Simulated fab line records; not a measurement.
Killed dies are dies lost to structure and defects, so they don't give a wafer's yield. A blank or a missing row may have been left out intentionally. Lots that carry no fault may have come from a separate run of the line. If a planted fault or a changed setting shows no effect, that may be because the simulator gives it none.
A lot that was struck, set against a sound lot    flow n5_finfet    16 steps out of a route of 1938
Sound: the wafers L732.1, L732.4, L732.6. The struck wafers were L737.3, L737.4, L737.6. At the end, the cause is stated.
Order at every step that has rows: each side's tool, ch and its chambers, its first start. Under that, the readings that differ: sound wafers    struck wafers    difference of the means    sigmas: that difference in standard deviations of wafers without a fault.
alike: words and numbers the same on both sides, and readings whose means are apart by under 2 such deviations; not compared: readings that were withheld, readings missing a value for some wafer, numbers with overlapping values and no deviation given by the record, and bounds like >300 which may hide the same value.
Wherever a step has rows on one side only, a row that says differs or no value, or a row with sigmas, the two part there. When numbers do not overlap yet have no deviation, they are printed without sigmas and do not part them. Lack of a reading on every wafer of one side parts them only where that side has two or more wafers.

N5_DUMMY_GATE_ETCH_42: etches SiO2 in CHF3/O2, target depth 3.5 nm, time 31 s.
  sound on rie_diel-02 ch 0,1, day 3 18:41; struck on rie_diel-02 ch 1,3, day 4 23:28
  alike: bias_w, drypump_motor_current_A, oes_product_au, rf_vpp_V, showerhead_plenum_p_Torr, throttle_valve_pct
  not compared: rf_hours_counter_h
N5_DUMMY_GATE_STRIP_48: strips in N2/H2, time 20 s.
  sound on rie_diel-02 ch 0,1, day 3 18:44; struck on rie_diel-02 ch 1,3, day 4 23:31
  alike: drypump_motor_current_A, oes_product_au, rf_vpp_V, showerhead_plenum_p_Torr, throttle_valve_pct
  not compared: rf_hours_counter_h
then, 5 steps without rows for these wafers: N5_DUMMY_GATE_PRECLEAN_33 (cleans in dHF, time 10 s); N5_DUMMY_GATE_PRECLEAN_25 (cleans in O3/DIW, time 45 s); N5_DUMMY_GATE_PRECLEAN_51 (cleans in SC2, time 45 s); N5_DUMMY_GATE_SRD_26 (time 30 s); N5_DUMMY_GATE_UV_OZONE_45 (time 120 s).
N5_DUMMY_GATE_INSPECT_27: inspects for defects (brightfield).
  sound: defect_inspect-01 at day 3 18:56; struck: defect_inspect-02 at day 4 23:43
reading           sound        struck       difference  sigmas
raw_defect_count  379 413 289  191 166 169  -185        -3
N5_SPACER0_ALD_07: deposits SiNx, target thk 2 nm.
  sound on ald_sin-03 ch 1,2, day 3 19:20; struck on ald_sin-01 ch 0,2, day 4 23:45
  alike: heater_power_w, susceptor_temp_C
N5_SPACER0_ALD_00: deposits SiOCN, target thk 3.5 nm, pulse time 3 s, purge time 2 s.
  sound on ald_sin-03 ch 1,2, day 3 19:29; struck on ald_sin-01 ch 0,2, day 4 23:54
  alike: heater_power_w, precursor_pulse_height_rel, susceptor_temp_C
N5_SPACER0_ALD_08: deposits SiNx, target thk 2 nm.
  sound on ald_sin-03 ch 1,2, day 3 19:45; struck on ald_sin-01 ch 0,2, day 5 00:10
  alike: heater_power_w, susceptor_temp_C
N5_SPACER0_INSPECT_04: inspects for defects (darkfield).
  sound: defect_inspect-02 at day 3 19:54; struck: defect_inspect-01 at day 5 00:19
  alike: raw_defect_count
N5_SD_EPI_N_COAT_32: time 60 s, resist thk 350 nm.
  sound on litho_track-01 ch 0, day 3 19:56; struck on litho_track-03 ch 0, day 5 00:21
reading                                    sound                 struck                difference  sigmas
spin_speed_rpm (rpm)                       1499.5 1500.5 1501.6  1355.7 1355.9 1355.3  -144.9      -99 or more
model.SOC_of_SD_EPI_N_COAT_32.thk_nm (nm)  349 349.2 349         366.8 367.2 366.6     +17.8       
then, 1 step without rows for these wafers: N5_SD_EPI_N_COAT_33 (time 60 s, resist thk 35 nm).
-- here the record skips 5 days between the struck wafers' starts before and after, leaving off in module SD_EPI_N and picking up in module BEOL_M4 (first step shown: number 1111 of the route) --
N5_BEOL_M4_RC_MEAS_101:
  sound on prober-01 ch 0, day 9 00:28; struck on prober-01 ch 0, day 9 12:32
  alike: DIBL_N, DIBL_P, IOFF_N, IOFF_P, ION_N, ION_P, SS_N, SS_P, VT_N, VT_P
-- a jump in the record: the struck wafers' starts before and after are 4 days apart (it breaks off in module BEOL_M4 and resumes in module PASSIVATION, where the first step shown is number 1936 of the route) --
N5_PASSIVATION_PROBE_49:
  sound: prober-02 at day 13 00:58; struck: prober-01 at day 13 18:39
  alike: defect_limited_yield, killed_at_M0_to_M3, killed_at_M4_up, killed_at_contacts, killed_at_front_end, killed_at_other, killed_dies, killed_open, killed_short, sort_bin_5_function, sort_bin_6_memory, sort_bin_8_speed, sort_n_pass, sort_yield_pct

## WHERE THEY PART
At N5_DUMMY_GATE_INSPECT_27 first; at N5_SD_EPI_N_COAT_32 last (within this record only). Later steps at which nothing parts them and some readings are alike: N5_BEOL_M4_RC_MEAS_101, N5_PASSIVATION_PROBE_49.

WHY: the cause the simulator had injected
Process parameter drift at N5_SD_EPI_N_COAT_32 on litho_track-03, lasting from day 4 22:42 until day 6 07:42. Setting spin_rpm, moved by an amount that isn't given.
